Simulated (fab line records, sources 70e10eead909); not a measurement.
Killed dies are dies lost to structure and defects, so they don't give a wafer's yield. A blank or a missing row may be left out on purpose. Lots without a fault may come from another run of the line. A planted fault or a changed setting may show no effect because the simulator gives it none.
fab line records | flow nand_harc
record lots=24 wafers=72 last_day=25
route steps=1159 shown P_STI@84 P_GATE@141 P_M1@298
lots that met no fault: from a run of the same line without faults
start_h: hours from the record's first day to the start of the lot's first wafer shown | wait_h: hours since the lot's step before | " the same as in the row above | L1.1+2: a row that stands for several wafers | - no value, or no start given | * or withheld: withheld | < > ~ a bound
route shown NAME@n: a module of which the file shows steps, and the number in the route of the first | usual: mean/standard deviation of fault-free wafers | same: alike in all rows | chamber/n: place in a boat | sites: the reading at each site | _std_site: their standard deviation | _edge_site: outer sites' mean less inner sites' | radius_mm: how far each site lies from the wafer's centre | mask NAME#n: copy n | behind: the tool/chamber that last shaped the wafer | hold: why the lot was held/for how many hours/how that ended | device: the transistor (n, p or np) that didn't switch | end of line: the same wafers' tests at the end of the route | a step without rows: its recipe alone | killed: dies lost to structure and defects at the first sort, not the wafer's yield | map: a wafer's dies, x killed, . not, _ none there
set.NAME: the setting as run; set.NAME@STEP: as run at that earlier step | model.NAME: the simulator's own value behind a step, which no gauge read
steps of the route over a sample of lots; a table a step, a row a wafer
services: from which hour (start_h, from the record's first day; less than 0 if before it) a tool's chamber was out of use, for how many hours, and why
## steps
# step NHARC_P_STI_OVL_MEAS_10
# usual overlay_x_nm=1/6.1 overlay_y_nm=1/5.5
# columns lot.wafer tool chamber start_h wait_h overlay_x_nm overlay_y_nm
L074.1 overlay-02 - 39.02 - -2 -4
L074.2 " - " " -2 -4
L074.3 " - " " -2 -4
L075.1 overlay-01 - 41.64 - 18 3
L075.3 " - " " 18 3
L075.5 " - " " 18 3
L076.2 overlay-02 - 53.66 - 0 4
L076.4 " - " " 1 4
L076.6 " - " " 0 4
L077.2 overlay-01 - 53.82 - 6 4
L077.4 " - " " 7 3
L077.5 " - " " 6 4
L078.2 overlay-01 - 60.08 - -4 8
L078.4 " - " " -4 7
L078.5 " - " " -4 7
L079.1 overlay-01 - 76.12 - 6 2
L079.2 " - " " 5 2
L079.6 " - " " 6 1
L081.1 overlay-02 - 76.15 - 0 -4
L081.3 " - " " 0 -5
L081.5 " - " " 0 -4
L080.1 overlay-01 - 76.18 - -8 -7
L080.5 " - " " -8 -7
L080.6 " - " " -8 -7
L082.2 overlay-02 - 84.11 - 15 3
L082.4 " - " " 15 3
L082.5 " - " " 15 3
L084.1 overlay-02 - 92.21 - 2 -1
L084.2 " - " " 2 -1
L084.5 " - " " 2 0
L083.1 overlay-02 - 92.37 - 0 5
L083.4 " - " " 0 5
L083.6 " - " " 0 5
L085.1 overlay-02 - 103.84 - 3 6
L085.3 " - " " 3 7
L085.6 " - " " 3 7
L086.1 overlay-02 - 103.88 - -8 6
L086.2 " - " " -8 5
L086.4 " - " " -8 6
L087.2 overlay-02 - 114.33 - 0 10
L087.3 " - " " 0 10
L087.4 " - " " 0 10
L088.1 overlay-01 - 118.82 - 1 -5
L088.3 " - " " 1 -5
L088.4 " - " " 1 -6
L089.2 overlay-01 - 126.11 - 1 -1
L089.4 " - " " 1 0
L089.5 " - " " 1 -1
L090.2 overlay-01 - 130.97 - 3 5
L090.4 " - " " 3 5
L090.5 " - " " 3 5
L091.1 overlay-01 - 137.26 - -6 4
L091.4 " - " " -6 4
L091.5 " - " " -6 4
L092.1 overlay-02 - 145.45 - 0 -5
L092.3 " - " " -1 -4
L092.5 " - " " 0 -5
L093.1 overlay-01 - 145.62 - -5 9
L093.3 " - " " -5 9
L093.4 " - " " -5 10
L094.1 overlay-01 - 156.34 - 5 -7
L094.2 " - " " 5 -8
L094.5 " - " " 6 -8
L095.2 overlay-02 - 160.78 - 0 1
L095.4 " - " " 0 1
L095.6 " - " " -1 1
L096.1 overlay-02 - 168.96 - -4 8
L096.2 " - " " -4 8
L096.3 " - " " -3 8
L097.2 overlay-02 - 176.08 - 4 -9
L097.4 " - " " 4 -9
L097.6 " - " " 4 -9
# step NHARC_P_GATE_CD_MEAS_26
# recipe target_cd_nm=120 landing_energy_ev=500
# usual cd_nm=120.1/0.71
# columns lot.wafer tool chamber start_h wait_h cd_nm
L074.1 cd_sem-02 0 89.47 - 121.5
L074.2 " 0 " " 121.3
L074.3 " 0 " " 120.7
L075.1 cd_sem-01 0 89.76 - 120.5
L075.3 " 0 " " 119.5
L075.5 " 0 " " 119.1
L077.2 cd_sem-02 0 107.38 - 119.1
L077.4 " 0 " " 120.2
L077.5 " 0 " " 119.2
L076.2 cd_sem-01 0 107.54 - 120.9
L076.4 " 0 " " 119.6
L076.6 " 0 " " 119.9
L078.2 cd_sem-03 0 118.64 - 119.7
L078.4 " 0 " " 120.1
L078.5 " 0 " " 120.0
L081.1 cd_sem-01 0 130.29 - 119.4
L081.3 " 0 " " 120.8
L081.5 " 0 " " 120.1
L080.1 cd_sem-02 0 130.51 - 122.0
L080.5 " 0 " " 120.3
L080.6 " 0 " " 121.9
L079.1 cd_sem-03 0 130.66 - 120.3
L079.2 " 0 " " 119.4
L079.6 " 0 " " 118.8
L082.2 cd_sem-02 0 138.49 - 120.4
L082.4 " 0 " " 119.7
L082.5 " 0 " " 120.0
L083.1 cd_sem-03 0 143.15 - 118.5
L083.4 " 0 " " 119.9
L083.6 " 0 " " 119.5
L084.1 cd_sem-03 0 143.30 - 120.4
L084.2 " 0 " " 119.7
L084.5 " 0 " " 120.1
L088.1 cd_sem-01 0 165.69 - 120.4
L088.3 " 0 " " 120.2
L088.4 " 0 " " 119.7
L085.1 cd_sem-03 0 165.98 - 120.1
L085.3 " 0 " " 119.6
L085.6 " 0 " " 121.1
L086.1 cd_sem-01 0 166.39 - 119.4
L086.2 " 0 " " 120.1
L086.4 " 0 " " 121.0
L087.2 cd_sem-03 0 166.54 - 121.4
L087.3 " 0 " " 120.3
L087.4 " 0 " " 120.9
L089.2 cd_sem-03 0 176.39 - 120.4
L089.4 " 0 " " 119.1
L089.5 " 0 " " 119.7
L090.2 cd_sem-02 0 183.75 - 120.0
L090.4 " 0 " " 119.5
L090.5 " 0 " " 118.7
L091.1 cd_sem-02 0 192.04 - 119.8
L091.4 " 0 " " 119.0
L091.5 " 0 " " 119.5
L092.1 cd_sem-01 0 199.26 - 120.0
L092.3 " 0 " " 121.5
L092.5 " 0 " " 120.8
L093.1 cd_sem-01 0 199.55 - 120.6
L093.3 " 0 " " 120.9
L093.4 " 0 " " 119.8
L095.2 cd_sem-03 0 211.02 - 120.0
L095.4 " 0 " " 119.6
L095.6 " 0 " " 119.5
L094.1 cd_sem-02 0 211.19 - 121.0
L094.2 " 0 " " 119.3
L094.5 " 0 " " 120.2
L096.1 cd_sem-02 0 224.90 - 120.2
L096.2 " 0 " " 120.2
L096.3 " 0 " " 120.7
L097.2 cd_sem-01 0 229.28 - 121.0
L097.4 " 0 " " 120.3
L097.6 " 0 " " 119.1
# step NHARC_P_GATE_OVL_MEAS_27
# usual overlay_x_nm=-0.2/0.97 overlay_y_nm=-0.1/0.95
# columns lot.wafer tool chamber start_h wait_h overlay_x_nm overlay_y_nm
L074.1 overlay-02 - 89.55 - -1.7 -1.6
L074.2 " - " " -1.7 -1.3
L074.3 " - " " -1.3 -1.7
L075.1 overlay-02 - 89.85 - -0.9 0.9
L075.3 " - " " -0.9 1.4
L075.5 " - " " -0.8 1.5
L077.2 overlay-02 - 107.47 - -0.6 -0.4
L077.4 " - " " -0.8 -0.7
L077.5 " - " " -1.2 -1.1
L076.2 overlay-01 - 107.63 - 0.5 0.5
L076.4 " - " " -0.4 0.5
L076.6 " - " " -0.2 0.4
L078.2 overlay-02 - 118.73 - -0.5 -0.2
L078.4 " - " " -0.1 0.8
L078.5 " - " " 0.5 0.3
L081.1 overlay-02 - 130.38 - -1.8 -0.5
L081.3 " - " " -2.0 -0.5
L081.5 " - " " -1.6 -1.0
L080.1 overlay-01 - 130.60 - 0.6 -0.6
L080.5 " - " " 1.3 -0.3
L080.6 " - " " 1.6 -0.4
L079.1 overlay-02 - 130.75 - -0.3 -1.4
L079.2 " - " " -0.1 -0.9
L079.6 " - " " -0.5 -1.4
L082.2 overlay-02 - 138.58 - -0.4 0.5
L082.4 " - " " -0.6 0.6
L082.5 " - " " 0.1 0.0
L083.1 overlay-02 - 143.24 - 0.8 -0.6
L083.4 " - " " 1.4 0.2
L083.6 " - " " 0.8 -0.1
L084.1 overlay-02 - 143.39 - 0.1 0.3
L084.2 " - " " -0.6 0.0
L084.5 " - " " -0.1 -0.7
L088.1 overlay-01 - 165.78 - 0.9 1.7
L088.3 " - " " 0.9 1.7
L088.4 " - " " 0.7 1.8
L085.1 overlay-01 - 166.07 - 1.5 1.1
L085.3 " - " " 1.2 0.6
L085.6 " - " " 1.0 0.9
L086.1 overlay-02 - 166.47 - -0.2 -0.2
L086.2 " - " " -0.6 -0.4
L086.4 " - " " 0.4 -0.2
L087.2 overlay-01 - 166.63 - -1.2 -2.4
L087.3 " - " " -1.7 -2.4
L087.4 " - " " -1.6 -2.0
L089.2 overlay-01 - 176.50 - -1.2 -0.7
L089.4 " - " " -0.6 -0.5
L089.5 " - " " -0.7 -0.7
L090.2 overlay-02 - 183.84 - 0.4 -1.6
L090.4 " - " " 0.1 -1.7
L090.5 " - " " 0.2 -1.4
L091.1 overlay-02 - 192.13 - 0.5 0.0
L091.4 " - " " 0.3 0.0
L091.5 " - " " 0.4 0.7
L092.1 overlay-02 - 199.34 - -0.3 -0.8
L092.3 " - " " -0.1 -0.9
L092.5 " - " " -0.6 -0.3
L093.1 overlay-01 - 199.64 - -0.4 0.6
L093.3 " - " " -0.3 1.0
L093.4 " - " " 1.1 0.7
L095.2 overlay-02 - 211.10 - -0.9 1.1
L095.4 " - " " -0.8 0.6
L095.6 " - " " -0.1 0.8
L094.1 overlay-01 - 211.28 - 0.1 0.3
L094.2 " - " " -0.3 1.2
L094.5 " - " " 0.5 0.6
L096.1 overlay-02 - 224.99 - 1.4 0.5
L096.2 " - " " 1.4 1.2
L096.3 " - " " 1.1 1.3
L097.2 overlay-02 - 229.37 - -1.4 0.0
L097.4 " - " " -1.4 -0.1
L097.6 " - " " -1.2 -0.1
# step NHARC_P_M1_DESCUM_14
# recipe time_s=3 o2_flow_sccm=200 ar_flow_sccm=0 bias_power_w=0 chemistry=O2
# usual drypump_motor_current_A=5.4/0.38 oes_product_au=1.001/0.0088 rf_vpp_V=57.8/0.85 showerhead_plenum_p_Torr=1.92/0.077 throttle_valve_pct=11.312/0.0085
# columns lot.wafer tool chamber start_h wait_h drypump_motor_current_A oes_product_au rf_hours_counter_h rf_vpp_V showerhead_plenum_p_Torr throttle_valve_pct
L074.3 rie_diel-01 0 127.99 0.1 4.9 0.997 3 58.1 2.05 11.311
L074.2 " 1 " " 5.7 1.012 3 58.5 2.02 11.296
L074.1 " 2 " " 5.4 1.019 3 57.6 1.92 11.314
L075.3 rie_diel-10 2 128.36 0.1 5.7 0.997 12 59.1 1.86 11.299
L075.1 " 3 " " 5.1 1.016 11 58.7 1.97 11.312
L075.5 " 2 " " 5.7 1.003 - 57.2 1.86 11.322
L077.4 rie_diel-12 3 138.70 0.1 5.4 0.998 5 57.9 1.81 11.304
L077.2 " 0 " " 6.3 0.992 5 57.7 1.85 11.324
L077.5 " 1 " " 4.9 0.992 - 58.3 1.94 11.308
L076.2 rie_diel-12 1 138.96 0.1 5.0 1.006 5 57.3 1.94 11.304
L076.4 " 2 " " 5.2 1.009 5 58.3 1.87 11.319
L076.6 " 2 " " 5.2 1.005 - 57.1 1.87 11.316
L078.4 rie_diel-01 0 150.46 0.1 4.9 0.999 0 60.2 2.05 11.315
L078.2 " 3 " " 5.2 1.000 0 58.1 1.94 11.331
L078.5 " 0 " " 4.9 0.997 - 58.8 2.05 11.325
L081.3 rie_diel-10 2 161.73 0.1 5.7 0.993 14 58.6 1.86 11.312
L081.1 " 3 " " 5.1 1.005 13 57.8 1.97 11.320
L081.5 " 1 " " 5.5 0.992 - 57.0 1.89 11.322
L080.1 rie_diel-01 1 162.96 0.1 5.7 0.985 0 58.9 2.02 11.318
L080.6 " 0 " " 5.0 1.004 - 58.6 2.05 11.303
L080.5 " 1 " " 5.7 0.991 - 58.2 2.02 11.294
L079.1 rie_diel-01 1 167.44 0.1 5.7 1.006 0 56.4 2.02 11.305
L079.2 " 3 " " 5.2 1.015 0 57.5 1.94 11.302
L079.6 " 1 " " 5.7 0.993 - 58.2 2.02 11.315
L082.4 rie_diel-12 3 168.53 0.1 5.4 0.993 7 57.4 1.81 11.311
L082.2 " 0 " " 6.3 0.988 7 56.0 1.85 11.308
L082.5 " 2 " " 5.2 1.001 - 57.1 1.87 11.310
L083.4 rie_diel-01 3 171.89 0.1 5.2 1.015 0 58.1 1.94 11.329
L083.1 " 1 " " 5.7 0.995 1 59.4 2.02 11.292
L083.6 " 3 " " 5.2 1.013 - 58.9 1.94 11.325
L084.2 rie_diel-10 0 172.64 0.1 5.3 1.014 13 58.6 1.82 11.307
L084.1 " 1 " " 5.6 0.986 13 56.1 1.89 11.312
L084.5 " 1 " " 5.5 0.998 - 59.2 1.89 11.323
L088.1 rie_diel-01 3 194.28 0.1 5.3 1.005 1 57.6 1.94 11.309
L088.3 " 0 " " 4.9 0.998 1 57.5 2.05 11.328
L088.4 " 1 " " 5.7 1.004 1 58.9 2.02 11.307
L086.2 rie_diel-01 1 195.30 0.1 5.7 1.009 1 56.3 2.02 11.306
L086.4 " 2 " " 5.4 0.998 1 57.5 1.92 11.308
L086.1 " 0 " " 4.9 0.991 1 58.7 2.05 11.299
L085.1 rie_diel-01 0 199.77 0.1 4.9 0.995 1 58.4 2.05 11.322
L085.3 " 1 " " 5.7 1.000 1 57.2 2.02 11.338
L085.6 " 2 " " 5.4 0.992 - 57.6 1.92 11.317
L087.4 rie_diel-10 1 202.13 0.1 5.5 0.982 2 58.3 1.89 11.313
L087.3 " 2 " " 5.7 0.999 2 57.7 1.86 11.314
L087.2 " 3 " " 5.1 1.000 2 58.8 1.97 11.304
L089.2 rie_diel-12 0 211.72 0.1 6.3 1.022 0 55.3 1.85 11.311
L089.4 " 1 " " 4.9 1.006 0 58.0 1.94 11.322
L089.5 " 0 " " 6.3 1.011 - 58.4 1.85 11.317
L090.4 rie_diel-10 3 218.53 0.1 5.1 1.023 3 57.5 1.97 11.314
L090.2 " 1 " " 5.5 0.994 3 58.8 1.89 11.302
L090.5 " 3 " " 5.1 1.007 - 57.0 1.97 11.304
L091.1 rie_diel-01 0 220.87 0.1 4.9 0.993 2 57.3 2.05 11.308
L091.4 " 1 " " 5.7 1.005 - 58.4 2.02 11.315
L091.5 " 0 " " 4.9 0.998 - 57.2 2.05 11.320
L092.3 rie_diel-12 1 229.79 0.1 5.0 1.003 1 57.9 1.94 11.311
L092.1 " 3 " " 5.4 1.017 2 56.9 1.81 11.308
L092.5 " 0 " " 6.3 1.015 - 58.5 1.85 11.310
L093.4 rie_diel-01 0 230.57 0.1 4.9 0.988 2 57.4 2.05 11.326
L093.1 " 1 " " 5.7 0.996 2 57.0 2.02 11.308
L093.3 " 3 " " 5.3 1.016 2 56.3 1.94 11.302
L095.4 rie_diel-12 1 240.11 0.1 5.0 0.993 1 58.6 1.94 11.305
L095.2 " 3 " " 5.4 1.003 2 56.8 1.81 11.321
L095.6 " 1 " " 4.9 0.989 - 55.2 1.94 11.314
L094.2 rie_diel-12 3 242.22 0.1 5.4 1.008 2 58.1 1.81 11.301
L094.1 " 0 " " 6.3 1.009 2 56.6 1.85 11.315
L094.5 " 0 " " 6.3 1.002 - 56.7 1.85 11.308
L096.1 rie_diel-12 3 255.15 0.1 5.4 0.998 3 58.2 1.81 11.303
L096.2 " 0 " " 6.3 1.004 2 58.2 1.85 11.309
L096.3 " 2 " " 5.2 0.998 3 57.4 1.87 11.315
L097.2 rie_diel-10 3 261.68 0.1 5.1 1.013 7 57.3 1.97 11.308
L097.4 " 0 " " 5.3 1.005 7 57.2 1.82 11.318
L097.6 " 2 " " 5.6 1.005 - 58.7 1.86 11.314
# step NHARC_P_M1_ETCH_28
# recipe target_depth_a=300 over_etch_frac=0.3 time_s=72.99 ion_energy_ev=150 cf4_flow_sccm=50 n2_flow_sccm=100 ar_flow_sccm=150 rf_w=300 bias_w=100 chemistry=CF4/N2
# usual drypump_motor_current_A=5.4/0.37 n2_flow_sccm=99.98/0.28 oes_product_au=0.999/0.0089 rf_fwd_power_W=297.7/1.1 rf_vpp_V=314.3/1.8 showerhead_plenum_p_Torr=2.63/0.095 throttle_valve_pct=19.794/0.0087
# columns lot.wafer tool chamber start_h wait_h drypump_motor_current_A n2_flow_sccm oes_product_au rf_fwd_power_W rf_hours_counter_h rf_vpp_V showerhead_plenum_p_Torr throttle_valve_pct
L074.3 rie_diel-12 3 - - 5.4 100.71 1.003 298.2 5 310.4 2.49 19.781
L074.2 " 0 " " 6.3 99.53 0.997 295.7 5 313.7 2.55 19.809
L074.1 " 2 " " 5.2 100.08 0.998 297.6 5 312.7 2.57 19.789
L075.1 rie_diel-10 0 - - 5.3 100.04 0.993 298.6 10 311.9 2.50 19.790
L075.3 " 1 " " 5.5 100.14 0.984 297.8 9 313.3 2.59 19.786
L075.5 " 3 " " 5.1 99.47 1.001 296.6 - 315.2 2.70 19.804
L077.2 rie_diel-10 1 - - 5.5 99.95 1.006 299.2 10 313.1 2.59 19.800
L077.4 " 0 " " 5.3 100.12 0.995 298.9 10 312.1 2.50 19.787
L077.5 " 1 " " 5.5 100.03 1.010 298.1 - 313.7 2.59 19.776
L076.2 rie_diel-12 0 - - 6.3 99.75 1.001 296.4 5 313.1 2.55 19.789
L076.4 " 3 " " 5.4 100.27 0.987 297.6 5 311.2 2.49 19.803
L076.6 " 1 " " 5.0 99.58 0.998 297.5 - 314.0 2.66 19.796
L078.4 rie_diel-10 2 - - 5.7 99.83 0.996 299.0 14 312.9 2.56 19.788
L078.2 " 3 " " 5.1 100.35 1.010 295.5 12 315.7 2.70 19.796
L078.5 " 2 " " 5.7 99.69 0.984 298.1 - 313.1 2.56 19.795
L081.1 rie_diel-12 1 - - 5.0 99.86 0.996 298.4 7 316.0 2.66 19.793
L081.3 " 2 " " 5.2 99.75 1.001 297.6 7 313.6 2.57 19.791
L081.5 " 1 " " 4.9 100.15 0.994 298.5 - 314.2 2.66 19.790
L080.1 rie_diel-12 2 - - 5.2 100.25 0.998 297.8 7 314.4 2.57 19.800
L080.5 " 3 " " 5.4 99.76 0.998 298.1 - 312.7 2.49 19.795
L080.6 " 0 " " 6.3 100.00 0.989 296.7 - 313.2 2.55 19.792
L079.2 rie_diel-12 3 - - 5.4 99.29 1.010 297.1 7 311.8 2.49 19.796
L079.1 " 0 " " 6.3 99.98 0.986 299.1 7 312.0 2.55 19.802
L079.6 " 2 " " 5.2 99.74 0.998 296.7 - 314.2 2.57 19.784
L082.2 rie_diel-10 2 - - 5.7 99.98 0.998 297.2 15 314.0 2.56 19.786
L082.4 " 3 " " 5.1 100.25 1.023 296.6 14 315.7 2.70 19.794
L082.5 " 1 " " 5.5 99.97 0.993 298.1 - 314.2 2.59 19.788
L083.4 rie_diel-12 0 - - 6.3 99.80 0.997 297.3 7 313.7 2.55 19.814
L083.1 " 3 " " 5.4 99.80 1.004 298.6 7 311.0 2.49 19.800
L083.6 " 0 " " 6.3 100.47 0.995 296.5 - 313.0 2.55 19.771
L084.2 rie_diel-01 0 - - 4.9 100.17 0.999 299.1 1 316.6 2.81 19.800
L084.1 " 1 " " 5.7 99.87 0.996 298.1 1 316.5 2.77 19.793
L084.5 " 2 " " 5.4 100.05 1.005 299.4 - 314.0 2.63 19.785
L088.1 rie_diel-12 1 - - 4.9 100.08 0.988 298.6 9 313.9 2.66 19.816
L088.4 " 2 " " 5.2 100.31 0.999 297.3 8 313.1 2.57 19.780
L088.3 " 0 " " 6.3 99.91 0.991 297.5 8 313.5 2.55 19.800
L086.1 rie_diel-12 2 - - 5.2 99.70 1.008 296.8 9 313.1 2.57 19.781
L086.2 " 3 " " 5.4 99.94 1.007 297.5 8 312.9 2.49 19.796
L086.4 " 1 " " 5.0 100.40 0.999 297.2 9 314.3 2.66 19.796
L085.1 rie_diel-01 2 - - 5.4 99.96 0.982 299.7 1 315.2 2.63 19.796
L085.3 " 0 " " 5.0 100.19 1.000 298.1 1 317.3 2.81 19.786
L085.6 " 3 " " 5.3 100.29 1.002 294.8 - 313.7 2.65 19.796
L087.3 rie_diel-10 3 - - 5.1 99.58 1.006 297.0 2 316.0 2.70 19.800
L087.2 " 0 " " 5.3 100.36 0.997 298.1 2 312.3 2.50 19.786
L087.4 " 1 " " 5.5 99.60 0.991 299.4 2 313.3 2.59 19.778
L089.2 rie_diel-01 3 - - 5.3 99.36 1.014 297.6 2 313.9 2.65 19.781
L089.4 " 0 " " 4.9 100.02 0.991 299.9 - 317.2 2.81 19.790
L089.5 " 3 " " 5.3 99.94 1.004 298.3 - 315.0 2.65 19.794
L090.4 rie_diel-10 0 - - 5.3 99.38 0.996 300.2 3 311.7 2.50 19.785
L090.2 " 3 " " 5.1 99.75 0.999 297.6 3 315.7 2.70 19.802
L090.5 " 1 " " 5.6 100.07 0.978 298.6 - 314.3 2.59 19.795
L091.1 rie_diel-01 1 - - 5.7 99.72 0.986 297.1 2 317.8 2.77 19.801
L091.4 " 3 " " 5.2 100.24 1.009 295.8 2 314.3 2.65 19.804
L091.5 " 0 " " 4.9 99.67 0.976 298.2 - 319.4 2.81 19.795
L092.3 rie_diel-01 0 - - 4.9 100.50 0.992 298.8 2 317.0 2.81 19.797
L092.1 " 2 " " 5.4 99.99 0.994 298.2 2 313.7 2.63 19.796
L092.5 " 0 " " 4.9 100.05 0.985 297.3 - 317.7 2.81 19.797
L093.4 rie_diel-01 2 - - 5.4 99.68 1.002 298.2 2 314.8 2.63 19.792
L093.1 " 3 " " 5.3 99.69 1.011 297.2 2 315.1 2.65 19.799
L093.3 " 0 " " 4.9 99.97 0.993 296.7 2 315.7 2.81 19.798
L095.2 rie_diel-01 1 - - 5.7 99.73 1.003 298.0 2 317.7 2.77 19.790
L095.4 " 2 " " 5.3 100.26 0.994 298.5 2 313.8 2.63 19.812
L095.6 " 0 " " 4.9 100.59 0.986 297.1 - 316.4 2.81 19.799
L094.2 rie_diel-10 2 - - 5.7 100.01 0.995 296.9 5 312.9 2.55 19.801
L094.1 " 3 " " 5.1 100.21 1.021 296.3 5 316.8 2.70 19.799
L094.5 " 3 " " 5.1 100.09 1.014 296.5 - 316.0 2.70 19.805
L096.3 rie_diel-10 3 - - 5.1 99.42 1.004 297.2 7 316.2 2.70 19.805
L096.2 " 1 " " 5.6 100.47 0.995 296.8 6 312.5 2.59 19.803
L096.1 " 2 " " 5.8 100.14 0.996 296.3 6 314.0 2.55 19.786
L097.2 rie_diel-01 2 - - 5.4 100.02 1.002 298.1 3 314.7 2.63 19.804
L097.4 " 0 " " 4.9 100.27 0.996 297.2 3 317.5 2.81 19.792
L097.6 " 2 " " 5.4 100.07 1.008 298.2 - 313.9 2.63 19.790
# step NHARC_P_M1_DEGAS_29
# recipe temp_c=250 time_s=60
# usual heater_power_w=339/35
# columns lot.wafer tool chamber start_h wait_h heater_power_w
L074.3 pvd_sputter-01 - 129.00 - 326
L074.1 " - " " 327
L074.2 " - " " 378
L075.1 pvd_sputter-03 - 129.37 - 327
L075.3 " - " " 304
L075.5 " - " " 342
L077.4 pvd_sputter-01 - 139.71 - 380
L077.2 " - " " 345
L077.5 " - " " 388
L076.4 pvd_sputter-02 - 139.98 - 317
L076.2 " - " " 432
L076.6 " - " " 345
L078.4 pvd_sputter-02 - 151.55 - 430
L078.2 " - " " 338
L078.5 " - " " 316
L081.3 pvd_sputter-03 - 162.74 - 306
L081.1 " - " " 339
L081.5 " - " " 337
L080.1 pvd_sputter-03 - 163.99 - 311
L080.5 " - " " 339
L080.6 " - " " 296
L079.2 pvd_sputter-01 - 168.46 - 332
L079.1 " - " " 338
L079.6 " - " " 347
L082.4 pvd_sputter-03 - 169.55 - 312
L082.2 " - " " 303
L082.5 " - " " 292
L083.4 pvd_sputter-03 - 172.93 - 291
L083.1 " - " " 304
L083.6 " - " " 290
L084.1 pvd_sputter-02 - 173.66 - 319
L084.2 " - " " 346
L084.5 " - " " 311
L088.1 pvd_sputter-01 - 195.29 - 344
L088.3 " - " " 334
L088.4 " - " " 376
L086.1 pvd_sputter-01 - 196.80 - 376
L086.4 " - " " 357
L086.2 " - " " 334
L085.1 pvd_sputter-02 - 200.78 - 318
L085.3 " - " " 334
L085.6 " - " " 338
L087.3 pvd_sputter-02 - 203.16 - 317
L087.2 " - " " 340
L087.4 " - " " 438
L089.4 pvd_sputter-02 - 212.83 - 319
L089.2 " - " " 332
L089.5 " - " " 322
L090.4 pvd_sputter-01 - 219.57 - 376
L090.2 " - " " 361
L090.5 " - " " 371
L091.4 pvd_sputter-01 - 221.89 - 351
L091.1 " - " " 339
L091.5 " - " " 369
L092.1 pvd_sputter-03 - 230.82 - 305
L092.3 " - " " 310
L092.5 " - " " 335
L093.1 pvd_sputter-02 - 231.74 - 336
L093.4 " - " " 441
L093.3 " - " " 314
L095.2 pvd_sputter-02 - 241.13 - 322
L095.4 " - " " 344
L095.6 " - " " 337
L094.1 pvd_sputter-03 - 243.27 - 308
L094.2 " - " " 341
L094.5 " - " " 281
L096.2 pvd_sputter-01 - 256.18 - 362
L096.1 " - " " 339
L096.3 " - " " 329
L097.4 pvd_sputter-02 - 262.69 - 335
L097.2 " - " " 315
L097.6 " - " " 334
## services
# columns tool chamber start_h hours kind
rie_diel-10 0 114.17 6.7 repair
rie_diel-01 0 116.80 - clean
rie_diel-01 1 116.80 - clean
rie_diel-01 2 116.80 - clean
rie_diel-01 3 116.80 - clean
pvd_sputter-02 - 124.20 8.7 repair
rie_diel-12 3 131.47 5.4 repair
rie_diel-01 - 137.80 9.0 pm
rie_diel-01 0 137.80 9.0 vent_cycle
rie_diel-01 1 137.80 9.0 vent_cycle
rie_diel-01 2 137.80 9.0 vent_cycle
rie_diel-01 3 137.80 9.0 vent_cycle
rie_diel-01 0 146.80 - clean
rie_diel-12 1 153.33 3.8 repair
pvd_sputter-01 - 158.00 10.0 pm
rie_diel-10 - 176.50 9.0 pm
rie_diel-12 - 185.43 0.2 repair
rie_diel-12 - 199.82 0.5 repair
rie_diel-01 2 201.17 19.7 repair
rie_diel-12 - 202.40 9.0 pm
pvd_sputter-02 - 214.00 10.0 pm
pvd_sputter-01 - 214.43 1.0 repair
pvd_sputter-03 - 220.80 4.7 repair
rie_diel-01 1 259.05 1.5 repair
## key
fault none
